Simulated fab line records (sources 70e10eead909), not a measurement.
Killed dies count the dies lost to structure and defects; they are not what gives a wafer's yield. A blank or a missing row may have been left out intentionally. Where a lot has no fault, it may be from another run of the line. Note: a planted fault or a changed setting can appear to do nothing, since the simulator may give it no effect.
Matching of chambers :: flow nandHarc :: NHARC_A_SLIT_ETCH_15 on rieDiel-07: 4 sister chambers
The step etches the open film in O2/COS, target depth 3200 nm, time 832 s. 4 wafers are shown with their chamber, then 7 later ones without.

EACH WAFER AND ITS CHAMBER
wafer: L475.4
chamber: 1
drypumpMotorCurrentA (A): 5.6

wafer: L475.5
chamber: 0
drypumpMotorCurrentA (A): 5.5

wafer: L473.1
chamber: 2
drypumpMotorCurrentA (A): 5.4

wafer: L473.3
chamber: 3
drypumpMotorCurrentA (A): 4.9

WAFERS WITH NO CHAMBER GIVEN
wafer: L473.6
drypumpMotorCurrentA (A): 5.4

wafer: L477.2
drypumpMotorCurrentA (A): 4.9

wafer: L477.3
drypumpMotorCurrentA (A): 5.6

wafer: L477.4
drypumpMotorCurrentA (A): 5.4

wafer: L478.1
drypumpMotorCurrentA (A): 5.5

wafer: L478.2
drypumpMotorCurrentA (A): 5.3

wafer: L478.4
drypumpMotorCurrentA (A): 5.5

WHICH CHAMBER EACH ONE RAN IN
wafer: L473.6
from the rows above: 2
in truth: 2

wafer: L477.2
from the rows above: 3
in truth: 3

wafer: L477.3
from the rows above: 1
in truth: 1

wafer: L477.4
from the rows above: 2
in truth: 2

wafer: L478.1
from the rows above: 0
in truth: 0

wafer: L478.2
from the rows above: 2
in truth: 2

wafer: L478.4
from the rows above: 0
in truth: 0
Correct placement for 7 of the 7. Not placeable from these rows: 0. Wrongly placed: 0.
How it was worked out, from the rows above alone: a wafer's distance from a chamber is the root of the sum, over the readings, of the square of ((its reading less the chamber's mean) divided by the reading's scatter). If the next closest chamber is less than 2 further off than the closest, the wafer can't be placed; otherwise it belongs to the closest. Each chamber's mean is taken over the wafers shown for it. The scatter: root of mean squared gap, hidden wafer to nearest shown wafer, with one shown wafer a chamber.
